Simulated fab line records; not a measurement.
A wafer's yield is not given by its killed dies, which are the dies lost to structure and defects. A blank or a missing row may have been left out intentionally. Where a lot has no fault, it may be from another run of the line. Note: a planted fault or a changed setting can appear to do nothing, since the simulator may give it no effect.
fab line records	flow nandHarc	part 1 of 2: steps 1 to 21 of 30
record: lots: 5	wafers: 15	lastDay: 32
route steps=1302 shown A_CONTACT@1071
lots untouched by any fault: they come from a run of this same line in which no faults occurred
startH: the number of hours between the record's first day and the start of the first shown wafer of the lot	waitH: hours from the lot's prior step to this one	" same as the row above	L1.1+2: several wafers, shown together as one row	- value missing, or start not given	* or withheld: withheld	< > ~ a bound
route shown NAME@n: names a module that has steps shown in the file, with the first one's number in the route	usual: mean and standard deviation over wafers with no fault	same: alike in all rows	chamber/n: place in a boat	sites: the reading at each site	_std_site: standard deviation across them	_edge_site: mean of outer sites minus mean of inner sites	radiusMm: how far each site lies from the wafer's centre	mask NAME#n: copy n	behind: the tool/chamber that last shaped the wafer	hold: why the lot was held/for how many hours/how that ended	device: whichever transistor did not switch (one of n, p or np)	end of line: tests of these same wafers at the route's end	a step given without rows: its recipe and nothing more	killed: the dies lost at the first sort to structure and to defects; this is not the yield of the wafer	map: dies across one wafer; x = killed, . = not, _ = none there
set.NAME: the setting the step ran with; set.NAME@STEP: the setting that earlier step ran with	model.NAME: the simulator's own value behind a step, which no gauge read
lots at selected steps of the route; one table per step, one row per wafer
services: from which hour (startH, from the record's first day; less than 0 if before it) a tool's chamber was out of use, for how many hours, and why
== steps ==
step: NHARC_A_CONTACT_COAT_87
recipe: tempC: 225	timeS: 65
usual: plateTempC: 224.96/0.18
lot.wafer	tool	chamber	startH	waitH	plateTempC
L085.3	lithoTrack-04	0	-	-	224.96
L085.5	"	0	"	"	224.97
L085.6	"	0	"	"	225.16
L089.2	lithoTrack-06	0	-	-	225.01
L089.4	"	0	"	"	224.67
L089.5	"	0	"	"	224.56
L088.3	lithoTrack-04	0	-	-	224.81
L088.4	"	0	"	"	224.94
L088.6	"	0	"	"	225.20
L090.1	lithoTrack-04	0	-	-	224.92
L090.4	"	0	"	"	224.74
L090.5	"	0	"	"	224.83
L094.2	lithoTrack-04	0	-	-	224.92
L094.5	"	0	"	"	225.23
L094.6	"	0	"	"	225.05
step: NHARC_A_CONTACT_COAT_02
recipe: spinRpm: 1500	resistThkNm: 90
lot.wafer	tool	chamber	startH	waitH
L085.3+5+6	lithoTrack-04	0	-	-
L089.2+4+5	lithoTrack-06	0	-	-
L088.3+4+6	lithoTrack-04	0	-	-
L090.1+4+5	lithoTrack-04	0	-	-
L094.2+5+6	lithoTrack-04	0	-	-
step: NHARC_A_CONTACT_SOFTBAKE_03
recipe: tempC: 105	timeS: 55
usual: plateTempC: 105.01/0.13
lot.wafer	tool	chamber	startH	waitH	plateTempC
L085.3	lithoTrack-04	0	-	-	105.25
L085.5	"	0	"	"	105.07
L085.6	"	0	"	"	105.05
L089.2	lithoTrack-06	0	-	-	104.99
L089.4	"	0	"	"	104.98
L089.5	"	0	"	"	104.80
L088.3	lithoTrack-04	0	-	-	104.83
L088.4	"	0	"	"	104.81
L088.6	"	0	"	"	104.80
L090.1	lithoTrack-04	0	-	-	105.12
L090.4	"	0	"	"	105.16
L090.5	"	0	"	"	105.13
L094.2	lithoTrack-04	0	-	-	104.96
L094.5	"	0	"	"	105.09
L094.6	"	0	"	"	104.92
step: NHARC_A_CONTACT_EBR_04
lot.wafer	tool	chamber	startH	waitH
L085.3+5+6	lithoTrack-04	0	-	-
L089.2+4+5	lithoTrack-06	0	-	-
L088.3+4+6	lithoTrack-04	0	-	-
L090.1+4+5	lithoTrack-04	0	-	-
L094.2+5+6	lithoTrack-04	0	-	-
step: NHARC_A_CONTACT_EXPOSE_05
recipe: na: 1.35	sigmaOuter: 0.8	doseMj: 84.24	maskId: A_CC
lot.wafer	tool	chamber	startH	waitH	mask
L085.3+5+6	arfiScanner-03	0	632.40	-	A_CC#0
L089.2+4+5	arfiScanner-01	0	658.93	-	A_CC#0
L088.3+4+6	arfiScanner-01	0	667.03	-	A_CC#0
L090.1+4+5	arfiScanner-03	0	697.00	-	A_CC#0
L094.2+5+6	arfiScanner-01	0	717.21	-	A_CC#0
step: NHARC_A_CONTACT_PEB_06
recipe: pebTempC: 100	pebTimeS: 65
usual: plateTempC: 100.02/0.12
lot.wafer	tool	chamber	startH	waitH	plateTempC
L085.3	lithoTrack-01	0	632.46	0.0	100.23
L085.5	"	0	"	"	99.95
L085.6	"	0	"	"	100.08
L089.2	lithoTrack-01	0	658.99	0.1	100.22
L089.4	"	0	"	"	99.76
L089.5	"	0	"	"	100.20
L088.3	lithoTrack-01	0	667.08	0.0	100.04
L088.4	"	0	"	"	100.06
L088.6	"	0	"	"	100.19
L090.1	lithoTrack-04	0	697.06	0.1	99.96
L090.4	"	0	"	"	99.99
L090.5	"	0	"	"	99.93
L094.2	lithoTrack-01	0	717.27	0.1	100.21
L094.5	"	0	"	"	99.91
L094.6	"	0	"	"	100.04
step: NHARC_A_CONTACT_DEVELOP_07
recipe: developTimeS: 35	devTempC: 23
lot.wafer	tool	chamber	startH	waitH
L085.3+5+6	lithoTrack-01	0	-	-
L089.2+4+5	lithoTrack-01	0	-	-
L088.3+4+6	lithoTrack-01	0	-	-
L090.1+4+5	lithoTrack-04	0	-	-
L094.2+5+6	lithoTrack-01	0	-	-
step: NHARC_A_CONTACT_CD_MEAS_08
recipe: targetCdNm: 200	landingEnergyEv: 500
usual: cdNm: 200.4/0.73
lot.wafer	tool	chamber	startH	waitH	cdNm
L085.3	cdSem-01	0	632.54	-	200.7
L085.5	"	0	"	"	200.1
L085.6	"	0	"	"	199.5
L089.2	cdSem-02	0	659.08	-	199.6
L089.4	"	0	"	"	199.9
L089.5	"	0	"	"	200.1
L088.3	cdSem-03	0	667.16	-	200.0
L088.4	"	0	"	"	201.0
L088.6	"	0	"	"	200.6
L090.1	cdSem-02	0	697.14	-	202.0
L090.4	"	0	"	"	200.4
L090.5	"	0	"	"	199.8
L094.2	cdSem-01	0	717.35	-	201.0
L094.5	"	0	"	"	200.3
L094.6	"	0	"	"	200.7
step: NHARC_A_CONTACT_OVL_MEAS_09
usual: overlayXNm: 0.0/0.8	overlayYNm: -0.2/0.86
lot.wafer	tool	chamber	startH	waitH	overlayXNm	overlayYNm
L085.3	overlay-01	-	632.62	-	-0.3	0.4
L085.5	"	-	"	"	-0.1	-0.4
L085.6	"	-	"	"	-0.4	-0.4
L089.2	overlay-02	-	659.16	-	-0.8	-0.8
L089.4	"	-	"	"	-0.4	-0.6
L089.5	"	-	"	"	-1.2	-0.7
L088.3	overlay-01	-	667.25	-	1.2	0.8
L088.4	"	-	"	"	1.0	1.0
L088.6	"	-	"	"	0.9	1.5
L090.1	overlay-01	-	697.23	-	0.4	-0.6
L090.4	"	-	"	"	0.7	-0.8
L090.5	"	-	"	"	0.1	-0.9
L094.2	overlay-01	-	717.43	-	1.5	0.3
L094.5	"	-	"	"	0.8	0.5
L094.6	"	-	"	"	0.7	0.5
step: NHARC_A_CONTACT_INSPECT_10
usual: rawDefectCount: 81/38
lot.wafer	tool	chamber	startH	waitH	rawDefectCount
L085.3	defectInspect-01	-	632.66	0.0	109
L085.5	"	-	"	"	114
L085.6	"	-	"	"	130
L089.2	defectInspect-01	-	659.20	0.0	96
L089.4	"	-	"	"	103
L089.5	"	-	"	"	104
L088.3	defectInspect-01	-	667.29	0.0	75
L088.4	"	-	"	"	54
L088.6	"	-	"	"	56
L090.1	defectInspect-02	-	697.26	0.0	101
L090.4	"	-	"	"	98
L090.5	"	-	"	"	109
L094.2	defectInspect-01	-	717.47	0.0	135
L094.5	"	-	"	"	122
L094.6	"	-	"	"	124
step: NHARC_A_CONTACT_DESCUM_13
recipe: timeS: 3	o2FlowSccm: 200	arFlowSccm: 0	biasPowerW: 0	chemistry: O2
usual: drypumpMotorCurrentA: 5.6/0.41	oesProductAu: 0.997/0.014	rfVppV: 57.9/0.99	showerheadPlenumPTorr: 1.94/0.094	throttleValvePct: 11.312/0.0085
lot.wafer	tool	chamber	startH	waitH	drypumpMotorCurrentA	oesProductAu	rfHoursCounterH	rfVppV	showerheadPlenumPTorr	throttleValvePct
L085.3	rieDiel-02	3	632.74	0.1	5.3	0.982	21	56.2	1.90	11.313
L085.5	"	1	"	"	5.6	0.997	-	59.3	2.05	11.317
L085.6	"	2	"	"	5.9	0.998	-	57.8	1.96	11.306
L089.4	rieDiel-04	1	659.26	0.1	6.1	0.963	18	57.6	1.99	11.308
L089.2	"	2	"	"	5.6	1.002	18	59.2	1.99	11.318
L089.5	"	1	"	"	6.1	0.973	-	57.8	1.99	11.322
L088.4	rieDiel-04	2	667.35	0.1	5.6	1.006	19	57.2	1.99	11.313
L088.3	"	0	"	"	6.1	1.009	21	55.5	1.80	11.316
L088.6	"	2	"	"	5.6	0.998	-	58.9	1.99	11.295
L090.4	rieDiel-02	2	697.33	0.1	5.9	1.017	39	57.3	1.95	11.304
L090.1	"	0	"	"	5.8	0.968	47	57.8	2.06	11.313
L090.5	"	1	"	"	5.6	0.995	-	59.5	2.04	11.316
L094.2	rieDiel-02	0	717.56	0.1	5.8	0.968	52	58.0	2.06	11.321
L094.5	"	1	"	"	5.6	1.003	-	57.6	2.04	11.319
L094.6	"	2	"	"	5.9	1.015	-	56.6	1.95	11.330
step: NHARC_A_CONTACT_ETCH_88
recipe: targetDepthA: 390	overEtchFrac: 0.3	timeS: 65	ionEnergyEv: 80	cf4FlowSccm: 150	arFlowSccm: 0	rfW: 300	biasW: 100	chemistry: CF4
usual: drypumpMotorCurrentA: 5.6/0.4	oesProductAu: 0.998/0.015	rfVppV: 151.6/1.3	showerheadPlenumPTorr: 1.79/0.079	throttleValvePct: 13.285/0.009
lot.wafer	tool	chamber	startH	waitH	drypumpMotorCurrentA	oesProductAu	rfHoursCounterH	rfVppV	showerheadPlenumPTorr	throttleValvePct
L085.3	rieDiel-02	0	632.82	0.1	5.8	0.982	25	152.6	1.90	13.294
L085.5	"	2	"	"	5.9	1.014	-	151.4	1.81	13.284
L085.6	"	3	"	"	5.2	1.012	-	151.8	1.76	13.284
L089.4	rieDiel-04	3	659.35	0.1	4.8	0.997	19	150.5	1.69	13.271
L089.2	"	0	"	"	6.1	1.016	20	151.0	1.67	13.291
L089.5	"	2	"	"	5.6	1.002	-	152.3	1.83	13.310
L088.4	rieDiel-04	1	667.44	0.1	6.2	0.973	19	152.3	1.84	13.278
L088.3	"	3	"	"	4.8	0.996	20	149.9	1.69	13.292
L088.6	"	1	"	"	6.2	0.970	-	153.9	1.84	13.281
L090.4	rieDiel-02	1	697.42	0.1	5.6	1.001	41	152.8	1.88	13.272
L090.1	"	3	"	"	5.2	0.994	42	152.2	1.75	13.286
L090.5	"	1	"	"	5.6	1.006	-	153.3	1.88	13.282
L094.2	rieDiel-02	2	717.62	0.1	5.9	1.002	45	152.3	1.80	13.285
L094.6	"	2	"	"	5.9	1.020	-	152.7	1.80	13.276
L094.5	"	3	"	"	5.2	0.981	-	151.3	1.75	13.279
step: NHARC_A_CONTACT_ETCH_89
recipe: targetDepthA: 2600	overEtchFrac: 0.3	timeS: 475.3	ionEnergyEv: 200	n2FlowSccm: 150	h2FlowSccm: 150	arFlowSccm: 0	rfW: 400	biasW: 150	chemistry: N2/H2
usual: drypumpMotorCurrentA: 5.6/0.41	oesProductAu: 0.999/0.014	rfVppV: 431.2/2.8	showerheadPlenumPTorr: 2.06/0.1	throttleValvePct: 14.172/0.0088
lot.wafer	tool	chamber	startH	waitH	drypumpMotorCurrentA	oesProductAu	rfHoursCounterH	rfVppV	showerheadPlenumPTorr	throttleValvePct
L085.3	rieDiel-02	2	-	-	5.9	1.017	19	431.5	2.09	14.176
L085.6	"	3	"	"	5.2	0.995	-	430.8	2.03	14.187
L085.5	"	0	"	"	5.8	0.983	-	434.8	2.21	14.165
L089.2	rieDiel-04	1	-	-	6.2	0.982	19	434.3	2.13	14.169
L089.4	"	2	"	"	5.6	1.013	19	434.0	2.12	14.167
L089.5	"	1	"	"	6.2	0.972	-	432.7	2.13	14.155
L088.4	rieDiel-04	3	-	-	4.8	1.000	20	429.0	1.94	14.167
L088.3	"	0	"	"	6.1	1.014	21	426.6	1.92	14.186
L088.6	"	3	"	"	4.8	1.001	-	428.0	1.94	14.169
L090.4	rieDiel-02	2	-	-	5.9	1.024	40	431.8	2.08	14.184
L090.1	"	3	"	"	5.2	0.997	42	430.2	2.02	14.161
L090.5	"	2	"	"	5.9	1.026	-	432.0	2.08	14.173
L094.2	rieDiel-02	1	-	-	5.6	1.003	47	433.1	2.18	14.174
L094.6	"	1	"	"	5.6	1.007	-	436.2	2.18	14.172
L094.5	"	2	"	"	5.9	1.019	-	432.3	2.08	14.171
step: NHARC_A_CONTACT_ETCH_30
recipe: targetDepthA: 726	timeS: 36.3	cf4FlowSccm: 100	chf3FlowSccm: 30	arFlowSccm: 0	rfW: 500	biasW: 200	chemistry: CF4/CHF3
usual: drypumpMotorCurrentA: 5.6/0.4	oesProductAu: 0.928/0.022	rfVppV: 371.4/2.5	showerheadPlenumPTorr: 1.60/0.073	throttleValvePct: 16.803/0.0089
lot.wafer	tool	chamber	startH	waitH	drypumpMotorCurrentA	oesProductAu	rfHoursCounterH	rfVppV	showerheadPlenumPTorr	throttleValvePct
L085.3	rieDiel-02	1	-	-	5.6	0.924	24	374.2	1.68	16.785
L085.5	"	3	"	"	5.2	0.915	-	369.7	1.56	16.806
L085.6	"	0	"	"	5.8	0.905	-	376.1	1.69	16.811
L089.4	rieDiel-04	2	-	-	5.6	0.936	19	373.1	1.63	16.800
L089.2	"	1	"	"	6.2	0.905	19	372.8	1.64	16.795
L089.5	"	2	"	"	5.6	0.935	-	373.2	1.63	16.795
L088.3	rieDiel-04	0	-	-	6.1	0.939	21	367.0	1.49	16.818
L088.4	"	3	"	"	4.8	0.919	20	367.5	1.50	16.810
L088.6	"	1	"	"	6.2	0.908	-	373.5	1.64	16.806
L090.4	rieDiel-02	3	-	-	5.2	0.917	43	371.0	1.56	16.814
L090.1	"	1	"	"	5.6	0.914	41	372.6	1.67	16.793
L090.5	"	3	"	"	5.2	0.918	-	369.6	1.56	16.803
L094.2	rieDiel-02	0	-	-	5.8	0.903	52	374.9	1.69	16.806
L094.6	"	0	"	"	5.8	0.912	-	374.3	1.69	16.798
L094.5	"	1	"	"	5.6	0.934	-	372.0	1.67	16.798
step: NHARC_A_CONTACT_ETCH_31
recipe: targetDepthA: 28000	overEtchFrac: 0.3	timeS: 728	ionEnergyEv: 150	o2FlowSccm: 400	cosFlowSccm: 20	arFlowSccm: 0	rfW: 500	biasW: 300	chemistry: O2/COS
usual: drypumpMotorCurrentA: 5.6/0.4	oesProductAu: 0.997/0.015	rfVppV: 314.8/2.1	showerheadPlenumPTorr: 3.17/0.15	throttleValvePct: 28.331/0.0083
lot.wafer	tool	chamber	startH	waitH	drypumpMotorCurrentA	oesProductAu	rfHoursCounterH	rfVppV	showerheadPlenumPTorr	throttleValvePct
L085.3	rieDiel-02	3	-	-	5.3	1.002	21	313.1	3.10	28.331
L085.5	"	3	"	"	5.2	0.994	-	312.7	3.10	28.339
L085.6	"	0	"	"	5.8	0.982	-	318.1	3.36	28.327
L089.4	rieDiel-04	3	-	-	4.8	0.990	19	311.1	2.99	28.332
L089.2	"	2	"	"	5.7	1.011	19	317.5	3.24	28.329
L089.5	"	3	"	"	4.8	0.994	-	312.9	2.99	28.327
L088.3	rieDiel-04	0	-	-	6.1	1.015	21	312.2	2.95	28.320
L088.4	"	1	"	"	6.2	0.980	20	316.3	3.24	28.335
L088.6	"	0	"	"	6.1	1.020	-	312.2	2.95	28.337
L090.1	rieDiel-02	1	-	-	5.6	0.995	41	316.4	3.32	28.335
L090.4	"	3	"	"	5.3	1.005	43	313.3	3.09	28.320
L090.5	"	1	"	"	5.6	1.010	-	317.8	3.32	28.342
L094.2	rieDiel-02	3	-	-	5.2	1.009	47	313.5	3.09	28.337
L094.6	"	3	"	"	5.2	1.007	-	313.0	3.09	28.315
L094.5	"	0	"	"	5.8	0.965	-	316.1	3.35	28.345
step: NHARC_A_CONTACT_ETCH_134
recipe: sourceW: withheld	pressureMtorr: 20	biasV: withheld	timeS: 140	targetDepthA: 7000	arFlowSccm: withheld	c4f8FlowSccm: withheld	o2FlowSccm: withheld	chemistry: C4F8/O2/Ar
lot.wafer	tool	chamber	startH	waitH	rfHoursCounterH
L085.3	harCapEtch-01	0	633.97	-	-
L085.5	"	1	"	"	-
L085.6	"	0	"	"	-
L089.2	harCapEtch-01	1	660.97	-	25
L089.4	"	0	"	"	-
L089.5	"	1	"	"	-
L088.3	harCapEtch-02	0	668.53	-	-
L088.4	"	1	"	"	-
L088.6	"	1	"	"	-
L090.1	harCapEtch-01	0	698.49	-	31
L090.4	"	0	"	"	-
L090.5	"	0	"	"	-
L094.2	harCapEtch-03	0	718.70	-	79
L094.5	"	1	"	"	-
L094.6	"	0	"	"	-
step: NHARC_A_CONTACT_ETCH_135
recipe: sourceW: withheld	pressureMtorr: 20	biasV: 1200	timeS: 311	targetDepthA: 19120	arFlowSccm: withheld	c4f8FlowSccm: withheld	o2FlowSccm: withheld	chemistry: C4F8/O2/Ar
lot.wafer	tool	chamber	startH	waitH	rfHoursCounterH
L085.3	harCapEtch-01	0	634.20	0.2	-
L085.5	"	1	"	"	-
L085.6	"	0	"	"	-
L089.2	harCapEtch-01	1	661.18	0.2	25
L089.4	"	0	"	"	-
L089.5	"	1	"	"	-
L088.3	harCapEtch-02	0	668.76	0.2	-
L088.4	"	1	"	"	-
L088.6	"	1	"	"	-
L090.1	harCapEtch-01	0	698.68	0.2	31
L090.4	"	0	"	"	-
L090.5	"	0	"	"	-
L094.2	harCapEtch-03	0	718.92	0.2	79
L094.5	"	1	"	"	-
L094.6	"	0	"	"	-
step: NHARC_A_CONTACT_ETCH_136
recipe: sourceW: withheld	pressureMtorr: 20	biasV: 1200	timeS: 311	targetDepthA: 19120	arFlowSccm: withheld	c4f8FlowSccm: withheld	o2FlowSccm: withheld	chemistry: C4F8/O2/Ar
lot.wafer	tool	chamber	startH	waitH	rfHoursCounterH
L085.3	harCapEtch-01	0	634.47	0.2	-
L085.5	"	1	"	"	-
L085.6	"	0	"	"	-
L089.2	harCapEtch-01	1	661.45	0.2	26
L089.4	"	0	"	"	-
L089.5	"	1	"	"	-
L088.3	harCapEtch-02	0	669.03	0.2	-
L088.4	"	1	"	"	-
L088.6	"	1	"	"	-
L090.1	harCapEtch-01	0	698.95	0.2	32
L090.4	"	0	"	"	-
L090.5	"	0	"	"	-
L094.2	harCapEtch-03	0	719.19	0.2	79
L094.5	"	1	"	"	-
L094.6	"	0	"	"	-
step: NHARC_A_CONTACT_ETCH_137
recipe: sourceW: withheld	pressureMtorr: 20	biasV: 1200	timeS: 311	targetDepthA: 19120	arFlowSccm: withheld	c4f8FlowSccm: withheld	o2FlowSccm: withheld	chemistry: C4F8/O2/Ar
lot.wafer	tool	chamber	startH	waitH	rfHoursCounterH
L085.3	harCapEtch-01	0	634.75	0.2	-
L085.5	"	1	"	"	-
L085.6	"	0	"	"	-
L089.2	harCapEtch-01	1	661.72	0.2	26
L089.4	"	0	"	"	-
L089.5	"	1	"	"	-
L088.3	harCapEtch-02	0	669.30	0.2	-
L088.4	"	1	"	"	-
L088.6	"	1	"	"	-
L090.1	harCapEtch-01	0	699.22	0.2	32
L090.4	"	0	"	"	-
L090.5	"	0	"	"	-
L094.2	harCapEtch-03	0	719.46	0.2	80
L094.5	"	1	"	"	-
L094.6	"	0	"	"	-
step: NHARC_A_CONTACT_ETCH_138
recipe: sourceW: withheld	pressureMtorr: 20	biasV: 1200	timeS: 311	targetDepthA: 19140	arFlowSccm: withheld	c4f8FlowSccm: withheld	o2FlowSccm: withheld	chemistry: C4F8/O2/Ar
lot.wafer	tool	chamber	startH	waitH	rfHoursCounterH
L085.3	harCapEtch-01	0	635.02	0.2	-
L085.5	"	1	"	"	-
L085.6	"	0	"	"	-
L089.2	harCapEtch-01	1	662.00	0.2	26
L089.4	"	0	"	"	-
L089.5	"	1	"	"	-
L088.3	harCapEtch-02	0	669.57	0.2	-
L088.4	"	1	"	"	-
L088.6	"	1	"	"	-
L090.1	harCapEtch-01	0	699.50	0.2	32
L090.4	"	0	"	"	-
L090.5	"	0	"	"	-
L094.2	harCapEtch-03	0	719.74	0.2	80
L094.5	"	1	"	"	-
L094.6	"	0	"	"	-
step: NHARC_A_CONTACT_ETCH_139
recipe: sourceW: withheld	pressureMtorr: 20	biasV: 400	timeS: 195	targetDepthA: 8400	arFlowSccm: withheld	c4f8FlowSccm: 11.5	o2FlowSccm: 7.2	chemistry: C4F8/O2/Ar
lot.wafer	tool	chamber	startH	waitH	rfHoursCounterH
L085.3	harCapEtch-01	0	635.30	0.2	-
L085.5	"	1	"	"	-
L085.6	"	0	"	"	-
L089.2	harCapEtch-01	1	662.27	0.2	26
L089.4	"	0	"	"	-
L089.5	"	1	"	"	-
L088.3	harCapEtch-02	0	669.85	0.2	-
L088.4	"	1	"	"	-
L088.6	"	1	"	"	-
L090.1	harCapEtch-01	0	699.77	0.2	32
L090.4	"	0	"	"	-
L090.5	"	0	"	"	-
L094.2	harCapEtch-03	0	720.01	0.2	80
L094.5	"	1	"	"	-
L094.6	"	0	"	"	-
